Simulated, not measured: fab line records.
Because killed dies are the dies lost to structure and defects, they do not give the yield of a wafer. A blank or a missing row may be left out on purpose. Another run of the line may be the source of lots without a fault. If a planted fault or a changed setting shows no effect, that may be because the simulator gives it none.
fab line records	flow n5_finfet	part 1 of 2: steps 1 to 20 of 30
record: lots: 5	wafers: 15	last_day: 18
route steps=1938 shown BEOL_M14@1746 BEOL_M15@1773
lots with no fault: from the same line, run without faults
start_h: start of the lot's first displayed wafer, in hours after the record's first day	wait_h: how many hours have passed since the lot's step before this one	" identical to the entry in the row above	L1.1+2: a single row standing in for several wafers	- no value, or no start was given	* or withheld: withheld	< > ~ a bound
route shown NAME@n: NAME is a module with steps in the file, n the number in the route of the first one	usual: mean/standard deviation of fault-free wafers	same: alike in all rows	chamber/n: place in a boat	sites: readings site by site	_std_site: standard deviation of those values	_edge_site: inner sites' mean taken away from outer sites' mean	radius_mm: for every site, how far away it sits from the centre of the wafer	mask NAME#n: copy n	behind: the last tool/chamber to shape the wafer	hold: why the lot was held/for how many hours/how that ended	device: which transistor (n, p or np) failed to switch	end of line: tests run on the same wafers once the route is complete	a step given without rows: its recipe and nothing more	killed: count of dies lost to structure and defects at first sort (not the wafer's yield)	map: dies across one wafer; x = killed, . = not, _ = none there
set.NAME: the setting that was run; set.NAME@STEP: the one run at that earlier step	model.NAME: the simulator's own value behind a step, which no gauge read
certain route steps with their lots: each step a table, each wafer a row
services: the hour from which a tool's chamber was out of use, counted from the record's first day as start_h (under 0 if before that day), plus the number of hours and why
== steps ==
step: N5_BEOL_M14_CD_MEAS_28
recipe: target_cd_nm: 284.4	landing_energy_ev: 500	detector: se_inlens
usual: cd_nm: 285.3/1.7
lot.wafer	tool	chamber	start_h	wait_h	cd_nm
L079.1	cd_sem-02	0	263.48	-	284.0
L079.2	"	0	"	"	284.3
L079.4	"	0	"	"	284.2
L085.2	cd_sem-03	0	306.68	-	286.8
L085.5	"	0	"	"	284.7
L085.6	"	0	"	"	286.6
L088.1	cd_sem-02	0	341.60	-	287.8
L088.3	"	0	"	"	287.0
L088.4	"	0	"	"	286.8
L095.2	cd_sem-02	0	365.49	-	286.3
L095.5	"	0	"	"	287.3
L095.6	"	0	"	"	287.5
L097.1	cd_sem-01	0	399.96	-	285.6
L097.4	"	0	"	"	284.5
L097.6	"	0	"	"	289.0
step: N5_BEOL_M14_OVL_MEAS_29
recipe: points_per_wafer: 44
usual: M14_OVL: 0/4.5
lot.wafer	tool	chamber	start_h	wait_h	M14_OVL[nm]
L079.1	overlay-02	0	263.51	0.0	-4
L079.2	"	0	"	"	-1
L079.4	"	0	"	"	6
L085.2	overlay-02	0	306.71	0.0	-4
L085.5	"	0	"	"	-4
L085.6	"	0	"	"	2
L088.1	overlay-02	0	341.63	0.0	-4
L088.3	"	0	"	"	4
L088.4	"	0	"	"	5
L095.2	overlay-02	0	365.52	0.0	-8
L095.5	"	0	"	"	3
L095.6	"	0	"	"	0
L097.1	overlay-01	0	399.99	0.0	7
L097.4	"	0	"	"	8
L097.6	"	0	"	"	-2
step: N5_BEOL_M14_INSPECT_30
recipe: mode: adi	inspect_instrument: macro
usual: raw_defect_count: 2.2/1.4
lot.wafer	tool	chamber	start_h	wait_h	raw_defect_count
L079.1	defect_inspect-02	-	263.53	0.0	4
L079.2	"	-	"	"	2
L079.4	"	-	"	"	1
L085.2	defect_inspect-01	-	306.74	0.0	2
L085.5	"	-	"	"	2
L085.6	"	-	"	"	1
L088.1	defect_inspect-01	-	341.66	0.0	2
L088.3	"	-	"	"	3
L088.4	"	-	"	"	0
L095.2	defect_inspect-02	-	365.54	0.0	3
L095.5	"	-	"	"	3
L095.6	"	-	"	"	1
L097.1	defect_inspect-02	-	400.01	0.0	3
L097.4	"	-	"	"	2
L097.6	"	-	"	"	1
step: N5_BEOL_M14_DESCUM_33
recipe: chemistry: O2	time_s: 7.9	source_power_w: 50	bias_power_w: 20	pressure_mtorr: 20	rf_frequency_hz: 2.712e+07	temp_c: 40	o2_flow_sccm: 225
usual: drypump_motor_current_A: 5.6/0.54	oes_product_au: 0.81/0.077	rf_vpp_V: 243.1/1.4	showerhead_plenum_p_Torr: 2.10/0.08	throttle_valve_pct: 20.3/0.31
lot.wafer	tool	chamber	start_h	wait_h	drypump_motor_current_A	oes_product_au	rf_hours_counter_h	rf_vpp_V	showerhead_plenum_p_Torr	throttle_valve_pct
L079.1	rie_diel-05	0	263.57	0.0	5.3	0.78	140	241.6	2.01	20.2
L079.2	"	1	"	"	4.8	0.86	51	240.6	2.04	19.8
L079.4	"	2	"	"	5.6	0.76	144	243.6	2.09	20.4
L085.2	rie_diel-05	2	306.88	0.1	5.6	0.75	159	244.4	2.09	20.4
L085.5	"	3	"	"	5.4	0.90	-	243.0	2.06	20.1
L085.6	"	2	"	"	5.6	0.74	-	241.9	2.09	20.4
L088.1	rie_diel-02	2	341.69	0.0	5.3	0.80	98	245.8	2.22	20.2
L088.3	"	3	"	"	5.8	0.75	172	243.4	2.08	20.2
L088.4	"	1	"	"	6.0	0.88	18	245.3	2.14	20.3
L095.2	rie_diel-05	2	365.58	0.0	5.6	0.73	177	243.5	2.08	20.4
L095.5	"	1	"	"	4.9	0.81	-	241.9	2.03	19.9
L095.6	"	2	"	"	5.6	0.73	-	242.5	2.08	20.4
L097.1	rie_diel-06	0	400.04	0.0	5.0	0.80	129	243.4	2.19	20.2
L097.4	"	3	"	"	6.6	0.93	30	243.7	2.16	20.5
L097.6	"	3	"	"	6.6	0.93	-	244.6	2.16	20.5
step: N5_BEOL_M14_ETCH_67
recipe: chemistry: CF4	target: SiARC	target_depth_a: 1430	time_s: 238.3	ion_energy_ev: 80	pressure_mtorr: 40	source_w: 545	bias_w: 36	Ar_flow_sccm: 100	cf4_flow_sccm: 100	ends: cleared
usual: cf4_flow_sccm: 100.06/0.27	drypump_motor_current_A: 5.6/0.54	etch_rf_on_time_s: 239/7.3	oes_product_au: 0.69/0.068	rf_vpp_V: 184.0/1.2	showerhead_plenum_p_Torr: 2.14/0.071	throttle_valve_pct: 15.43/0.28
lot.wafer	tool	chamber	start_h	wait_h	cf4_flow_sccm	drypump_motor_current_A	etch_rf_on_time_s	oes_product_au	rf_hours_counter_h	rf_vpp_V	showerhead_plenum_p_Torr	throttle_valve_pct
L079.1	rie_diel-05	0	263.60	0.0	99.95	5.2	251	0.64	140	184.6	2.06	15.36
L079.2	"	1	"	"	100.21	4.8	239	0.73	51	184.7	2.10	15.10
L079.4	"	2	"	"	99.90	5.6	249	0.64	144	184.2	2.15	15.57
L085.2	rie_diel-05	2	306.91	0.0	100.25	5.6	249	0.63	159	183.3	2.14	15.61
L085.5	"	3	"	"	100.34	5.4	245	0.75	-	184.5	2.10	15.22
L085.6	"	2	"	"	100.08	5.6	250	0.62	-	185.3	2.14	15.61
L088.1	rie_diel-02	2	341.73	0.0	99.95	5.3	242	0.69	98	183.6	2.24	15.21
L088.3	"	3	"	"	99.91	5.8	236	0.64	172	184.9	2.13	15.49
L088.4	"	1	"	"	100.20	6.0	242	0.75	18	184.7	2.18	15.35
L095.2	rie_diel-05	2	365.61	0.0	100.05	5.6	250	0.62	177	183.4	2.13	15.64
L095.5	"	1	"	"	100.04	4.8	234	0.70	-	183.1	2.09	15.19
L095.6	"	2	"	"	100.16	5.6	251	0.61	-	184.0	2.13	15.64
L097.1	rie_diel-06	0	400.08	0.0	99.83	4.9	236	0.69	129	184.9	2.24	15.42
L097.4	"	3	"	"	100.29	6.6	235	0.79	30	183.4	2.18	15.52
L097.6	"	3	"	"	100.17	6.6	233	0.79	-	183.7	2.18	15.51
step: N5_BEOL_M14_ETCH_68
recipe: chemistry: N2/H2	target: SOC	mask_material: SiARC	source_w: 3000	bias_w: 350	temp_c: 40	time_s: 450	ion_energy_ev: 200	pressure_mtorr: 30	n2_flow_sccm: 200	h2_flow_sccm: 200
usual: drypump_motor_current_A: 5.6/0.54	oes_product_au: 0.81/0.075	rf_vpp_V: 524.0/2.6	showerhead_plenum_p_Torr: 2.54/0.09	throttle_valve_pct: 17.55/0.27
lot.wafer	tool	chamber	start_h	wait_h	drypump_motor_current_A	oes_product_au	rf_hours_counter_h	rf_vpp_V	showerhead_plenum_p_Torr	throttle_valve_pct
L079.1	rie_diel-05	0	263.75	0.1	5.3	0.77	140	520.4	2.45	17.62
L079.2	"	1	"	"	4.9	0.85	51	521.8	2.48	17.12
L079.4	"	2	"	"	5.6	0.74	144	522.6	2.54	17.68
L085.2	rie_diel-05	2	307.06	0.1	5.6	0.73	159	523.2	2.54	17.72
L085.5	"	3	"	"	5.4	0.88	-	522.7	2.50	17.46
L085.6	"	2	"	"	5.7	0.74	-	522.7	2.54	17.70
L088.1	rie_diel-02	2	341.87	0.1	5.3	0.80	98	528.4	2.67	17.29
L088.3	"	3	"	"	5.8	0.75	172	524.0	2.54	17.73
L088.4	"	1	"	"	6.0	0.89	18	526.4	2.60	17.66
L095.2	rie_diel-05	2	365.76	0.1	5.6	0.72	177	523.8	2.53	17.76
L095.5	"	1	"	"	4.9	0.82	-	522.8	2.46	17.18
L095.6	"	2	"	"	5.7	0.72	-	523.6	2.53	17.74
L097.1	rie_diel-06	0	400.23	0.1	5.0	0.80	129	527.4	2.67	17.51
L097.4	"	3	"	"	6.7	0.95	30	525.9	2.57	17.52
L097.6	"	3	"	"	6.6	0.94	-	524.4	2.57	17.54
step: N5_BEOL_M14_STRIP_69
recipe: chemistry: N2/H2	temp_c: 40	n2_flow_sccm: 200	h2_flow_sccm: 200	rf_frequency_hz: 6e+07
lot.wafer	tool	chamber	start_h	wait_h
L079.1+2+4	rie_diel-05	0,1,2	264.01	0.1
L085.2+5+6	rie_diel-05	2,3,2	307.33	0.1
L088.1+3+4	rie_diel-02	2,3,1	342.14	0.1
L095.2+5+6	rie_diel-05	2,1,2	366.02	0.1
L097.1+4+6	rie_diel-06	0,3,3	400.49	0.1
step: N5_BEOL_M14_TRENCH_ETCH_34
recipe: chemistry: C4F8/O2/Ar	target: SiO2	target_depth_a: 5566.5	mask_material: SOC	he_inner_torr: 15	he_outer_torr: 30	time_s: 126.9	ion_energy_ev: 800	pressure_mtorr: 20	source_w: 1905	bias_w: 2040	Ar_flow_sccm: 400	C4F8_flow_sccm: 16	O2_flow_sccm: 12
usual: drypump_motor_current_A: 5.6/0.54	he_inner_torr: 15.00/0.031	oes_product_au: 0.81/0.078	rf_vpp_V: 2221/49	showerhead_plenum_p_Torr: 3.44/0.11	throttle_valve_pct: 30.7/0.37
lot.wafer	tool	chamber	start_h	wait_h	drypump_motor_current_A	he_inner_torr	oes_product_au	rf_hours_counter_h	rf_vpp_V	showerhead_plenum_p_Torr	throttle_valve_pct
L079.1	rie_diel-05	0	264.02	0.0	5.3	15.00	0.75	140	2181	3.34	30.9
L079.2	"	1	"	"	4.9	14.99	0.86	51	2163	3.34	30.1
L079.4	"	2	"	"	5.6	15.03	0.75	144	2239	3.46	31.0
L085.2	rie_diel-05	2	307.34	0.0	5.6	14.99	0.73	160	2238	3.45	31.0
L085.5	"	3	"	"	5.4	14.94	0.87	-	2224	3.39	30.7
L085.6	"	2	"	"	5.6	15.02	0.73	-	2239	3.45	30.9
L088.1	rie_diel-02	2	342.15	0.0	5.3	14.95	0.80	98	2308	3.57	30.2
L088.3	"	3	"	"	5.8	14.98	0.75	172	2194	3.42	30.7
L088.4	"	1	"	"	6.0	14.95	0.90	18	2293	3.49	30.8
L095.2	rie_diel-05	2	366.03	0.0	5.6	14.97	0.72	178	2236	3.44	31.0
L095.5	"	1	"	"	4.9	15.04	0.82	-	2162	3.33	30.1
L095.6	"	2	"	"	5.6	14.93	0.71	-	2236	3.44	31.0
L097.1	rie_diel-06	0	400.50	0.0	5.0	14.94	0.78	129	2268	3.59	30.6
L097.4	"	3	"	"	6.7	14.99	0.91	30	2242	3.48	30.6
L097.6	"	3	"	"	6.6	14.95	0.91	-	2242	3.48	30.7
step: N5_BEOL_M14_STRIP_70
recipe: chemistry: C4F8/O2/Ar	resist: SiARC	rf_frequency_hz: 6e+07
lot.wafer	tool	chamber	start_h	wait_h
L079.1+2+4	rie_diel-05	0,1,2	264.14	0.1
L085.2+5+6	rie_diel-05	2,3,2	307.45	0.1
L088.1+3+4	rie_diel-02	2,3,1	342.26	0.1
L095.2+5+6	rie_diel-05	2,1,2	366.15	0.1
L097.1+4+6	rie_diel-06	0,3,3	400.61	0.1
step: N5_BEOL_M14_OCD_MEAS_35
usual: trench_depth_nm: 552/16
lot.wafer	tool	chamber	start_h	wait_h	trench_depth_nm
L079.1	ocd-01	-	264.18	0.0	532
L079.2	"	-	"	"	563
L079.4	"	-	"	"	538
L085.2	ocd-02	-	307.49	0.0	532
L085.5	"	-	"	"	546
L085.6	"	-	"	"	533
L088.1	ocd-01	-	342.30	0.0	541
L088.3	"	-	"	"	559
L088.4	"	-	"	"	552
L095.2	ocd-02	-	366.19	0.0	527
L095.5	"	-	"	"	556
L095.6	"	-	"	"	524
L097.1	ocd-02	-	400.65	0.0	553
L097.4	"	-	"	"	555
L097.6	"	-	"	"	560
step: N5_BEOL_M14_STRIP_37
recipe: chemistry: O2	power_w: 600	temp_c: 60	pressure_mtorr: 30	rf_frequency_hz: 6e+07	bias_power_w: 0	overash_fraction: 0.3	o2_flow_sccm: 225
usual: drypump_motor_current_A: 5.6/0.54	oes_product_au: 0.83/0.081	rf_vpp_V: 3.6/0.96	showerhead_plenum_p_Torr: 2.12/0.084	throttle_valve_pct: 16.51/0.24
lot.wafer	tool	chamber	start_h	wait_h	drypump_motor_current_A	oes_product_au	rf_hours_counter_h	rf_vpp_V	showerhead_plenum_p_Torr	throttle_valve_pct
L079.1	rie_diel-05	0	264.31	0.1	5.3	0.75	140	3.7	2.01	16.41
L079.2	"	2	"	"	5.6	0.76	144	3.3	2.10	16.65
L079.4	"	1	"	"	4.9	0.84	51	4.5	2.05	16.15
L085.2	rie_diel-05	1	307.57	0.1	4.9	0.83	66	3.7	2.04	16.16
L085.5	"	1	"	"	4.9	0.83	-	4.8	2.04	16.16
L085.6	"	0	"	"	5.3	0.75	-	2.3	2.01	16.47
L088.1	rie_diel-02	2	342.35	0.0	5.3	0.81	99	5.5	2.23	16.37
L088.3	"	1	"	"	6.1	0.87	18	3.5	2.14	16.48
L088.4	"	0	"	"	5.7	0.76	131	3.5	2.02	16.43
L095.2	rie_diel-05	1	373.01	6.8	4.9	0.81	89	2.7	2.03	16.24
L095.5	"	1	"	"	4.9	0.80	-	3.7	2.03	16.19
L095.6	"	2	"	"	5.6	0.71	-	3.5	2.08	16.69
L097.1	rie_diel-02	0	405.14	4.5	5.7	0.75	152	3.7	2.02	16.44
L097.4	"	2	"	"	5.3	0.79	118	4.0	2.22	16.42
L097.6	"	0	"	"	5.7	0.75	-	5.2	2.02	16.44
step: N5_BEOL_M14_ETCH_38
recipe: chemistry: CF4/N2	target: SiCN	target_depth_a: 1065	taper_deg: 2	time_s: 120.6	ion_energy_ev: 150	mask_material: SiO2	pressure_mtorr: 40	source_w: 430	bias_w: 70	Ar_flow_sccm: 100	cf4_flow_sccm: 60	n2_flow_sccm: 60
usual: cf4_flow_sccm: 59.99/0.17	drypump_motor_current_A: 5.6/0.54	oes_product_au: 0.83/0.082	rf_vpp_V: 382.7/2.1	showerhead_plenum_p_Torr: 2.23/0.077	throttle_valve_pct: 15.24/0.23
lot.wafer	tool	chamber	start_h	wait_h	cf4_flow_sccm	drypump_motor_current_A	oes_product_au	rf_hours_counter_h	rf_vpp_V	showerhead_plenum_p_Torr	throttle_valve_pct
L079.1	rie_diel-05	0	-	-	59.92	5.2	0.74	140	380.7	2.13	15.20
L079.2	"	2	"	"	60.30	5.6	0.75	144	381.7	2.21	15.41
L079.4	"	1	"	"	59.94	4.8	0.86	51	381.1	2.16	14.90
L085.2	rie_diel-05	1	-	-	60.12	4.9	0.84	66	380.7	2.15	14.92
L085.5	"	1	"	"	60.06	4.8	0.83	-	380.4	2.15	14.92
L085.6	"	0	"	"	59.82	5.2	0.74	-	380.4	2.12	15.24
L088.1	rie_diel-02	2	-	-	59.91	5.3	0.80	99	384.8	2.31	15.04
L088.3	"	1	"	"	59.93	6.0	0.89	18	383.2	2.24	15.17
L088.4	"	0	"	"	60.24	5.7	0.78	131	380.7	2.13	15.22
L095.2	rie_diel-05	1	-	-	59.97	4.9	0.82	89	381.6	2.14	14.98
L095.5	"	1	"	"	60.18	4.9	0.81	-	379.7	2.14	14.97
L095.6	"	2	"	"	60.31	5.6	0.71	-	381.2	2.20	15.49
L097.1	rie_diel-02	0	-	-	59.90	5.7	0.76	152	378.5	2.12	15.25
L097.4	"	2	"	"	59.96	5.4	0.79	118	384.7	2.30	15.06
L097.6	"	0	"	"	59.86	5.7	0.76	-	380.4	2.12	15.23
step: N5_BEOL_M14_PRECLEAN_39
recipe: chemistry: residue_remover	time_s: 60	temp_c: 40
lot.wafer	tool	chamber	start_h	wait_h
L079.1+2+4	wet_bench-06	6,4,7	264.52	-
L085.2+5+6	wet_bench-06	0,1,4	307.76	-
L088.1+3+4	wet_bench-06	5,3,2	342.54	-
L095.2+5+6	wet_bench-06	7,4,3	373.21	-
L097.1+4+6	wet_bench-01	2,0,1	405.33	-
step: N5_BEOL_M14_SRD_40
recipe: time_s: 30	temp_c: 23	rinse_liquid: diw	dry: n2_spin	spin_rpm: 1500	dry_time_s: 30
usual: do_supply_ppb: 10.01/0.094
same: dry_time_s: 30
lot.wafer	tool	chamber	start_h	wait_h	do_supply_ppb
L079.1	wet_bench-06	6	264.54	0.0	9.96
L079.2	"	4	"	"	9.90
L079.4	"	7	"	"	10.01
L085.2	wet_bench-06	0	307.78	0.0	10.23
L085.5	"	1	"	"	9.85
L085.6	"	4	"	"	9.98
L088.1	wet_bench-06	5	342.56	0.0	9.75
L088.3	"	3	"	"	10.00
L088.4	"	2	"	"	10.09
L095.2	wet_bench-06	7	373.23	0.0	9.92
L095.5	"	4	"	"	10.03
L095.6	"	3	"	"	10.03
L097.1	wet_bench-01	2	405.35	0.0	10.24
L097.4	"	0	"	"	10.03
L097.6	"	1	"	"	10.10
step: N5_BEOL_M14_DEGAS_41
recipe: ambient: vacuum	temp_c: 300	time_s: 60
usual: heater_power_w: 485/24
lot.wafer	tool	chamber	start_h	wait_h	heater_power_w
L079.1	pvd_sputter-01	-	264.79	0.2	471
L079.2	"	-	"	"	474
L079.4	"	-	"	"	538
L085.2	pvd_sputter-01	-	308.17	0.4	489
L085.5	"	-	"	"	472
L085.6	"	-	"	"	472
L088.1	pvd_sputter-01	-	342.91	0.3	450
L088.3	"	-	"	"	461
L088.4	"	-	"	"	525
L095.2	pvd_sputter-03	-	373.47	0.2	499
L095.5	"	-	"	"	465
L095.6	"	-	"	"	499
L097.1	pvd_sputter-02	-	405.63	0.3	500
L097.4	"	-	"	"	487
L097.6	"	-	"	"	465
step: N5_BEOL_M14_PRE_CLEAN_42
recipe: gas: H2/He	time_s: 30	temp_c: 300
usual: heater_power_w: 485/25
lot.wafer	tool	chamber	start_h	wait_h	heater_power_w
L079.1	pvd_sputter-01	-	264.83	0.0	471
L079.2	"	-	"	"	469
L079.4	"	-	"	"	536
L085.2	pvd_sputter-01	-	308.21	0.0	470
L085.5	"	-	"	"	470
L085.6	"	-	"	"	475
L088.1	pvd_sputter-01	-	342.95	0.0	470
L088.3	"	-	"	"	467
L088.4	"	-	"	"	531
L095.2	pvd_sputter-03	-	373.51	0.0	492
L095.5	"	-	"	"	474
L095.6	"	-	"	"	486
L097.1	pvd_sputter-02	-	405.67	0.0	497
L097.4	"	-	"	"	491
L097.6	"	-	"	"	466
step: N5_BEOL_M14_SPUTTER_43
recipe: material: TaN	target_thk_a: 150	temp_c: 50	bias_v: 168.6	power_w: 15000	chamber_pressure_pa: 0.12	time_s: 24.19
usual: throttle_valve_pct: 30.1/1.3
lot.wafer	tool	chamber	start_h	wait_h	throttle_valve_pct
L079.1	pvd_sputter-01	-	264.87	0.0	33.0
L079.2	"	-	"	"	29.5
L079.4	"	-	"	"	29.3
L085.2	pvd_sputter-01	-	308.25	0.0	30.8
L085.5	"	-	"	"	32.5
L085.6	"	-	"	"	30.7
L088.1	pvd_sputter-01	-	342.99	0.0	32.7
L088.3	"	-	"	"	29.7
L088.4	"	-	"	"	29.2
L095.2	pvd_sputter-03	-	373.55	0.0	30.1
L095.5	"	-	"	"	28.2
L095.6	"	-	"	"	29.9
L097.1	pvd_sputter-02	-	405.71	0.0	30.5
L097.4	"	-	"	"	28.2
L097.6	"	-	"	"	29.3
step: N5_BEOL_M14_SPUTTER_44
recipe: material: Ta	target_thk_a: 150	temp_c: 50	bias_v: 80	power_w: 15000	chamber_pressure_pa: 0.07	time_s: 24.19
usual: throttle_valve_pct: 30.1/1.3
lot.wafer	tool	chamber	start_h	wait_h	throttle_valve_pct
L079.1	pvd_sputter-01	-	264.95	0.0	32.7
L079.2	"	-	"	"	29.7
L079.4	"	-	"	"	29.2
L085.2	pvd_sputter-01	-	308.33	0.0	30.4
L085.5	"	-	"	"	32.7
L085.6	"	-	"	"	30.9
L088.1	pvd_sputter-01	-	343.07	0.0	32.5
L088.3	"	-	"	"	29.7
L088.4	"	-	"	"	29.6
L095.2	pvd_sputter-03	-	373.63	0.0	29.9
L095.5	"	-	"	"	28.3
L095.6	"	-	"	"	29.9
L097.1	pvd_sputter-02	-	405.79	0.0	30.7
L097.4	"	-	"	"	27.9
L097.6	"	-	"	"	29.4
step: N5_BEOL_M14_SPUTTER_45
recipe: material: Cu	target_thk_a: 1000	temp_c: -20	bias_v: 60	power_w: 26000	chamber_pressure_pa: 0.13	time_s: 16.67
usual: throttle_valve_pct: 30.1/1.3
lot.wafer	tool	chamber	start_h	wait_h	throttle_valve_pct
L079.1	pvd_sputter-01	-	265.03	0.0	32.6
L079.2	"	-	"	"	29.6
L079.4	"	-	"	"	29.5
L085.2	pvd_sputter-01	-	308.41	0.0	30.6
L085.5	"	-	"	"	32.6
L085.6	"	-	"	"	30.4
L088.1	pvd_sputter-01	-	343.15	0.0	32.6
L088.3	"	-	"	"	29.7
L088.4	"	-	"	"	29.2
L095.2	pvd_sputter-03	-	373.71	0.0	29.9
L095.5	"	-	"	"	28.2
L095.6	"	-	"	"	30.1
L097.1	pvd_sputter-02	-	405.87	0.0	30.5
L097.4	"	-	"	"	28.2
L097.6	"	-	"	"	29.5
step: N5_BEOL_M14_ECD_47
recipe: material: Cu	target_thk_a: 12480
lot.wafer	tool	chamber	start_h	wait_h
L079.1+2+4	ecd_cu-02	0,1,0	265.15	0.1
L085.2+5+6	ecd_cu-02	0,1,0	308.52	0.1
L088.1+3+4	ecd_cu-02	0,0,1	343.27	0.1
L095.2+5+6	ecd_cu-01	0,1,0	373.83	0.1
L097.1+4+6	ecd_cu-02	1,0,0	405.99	0.1
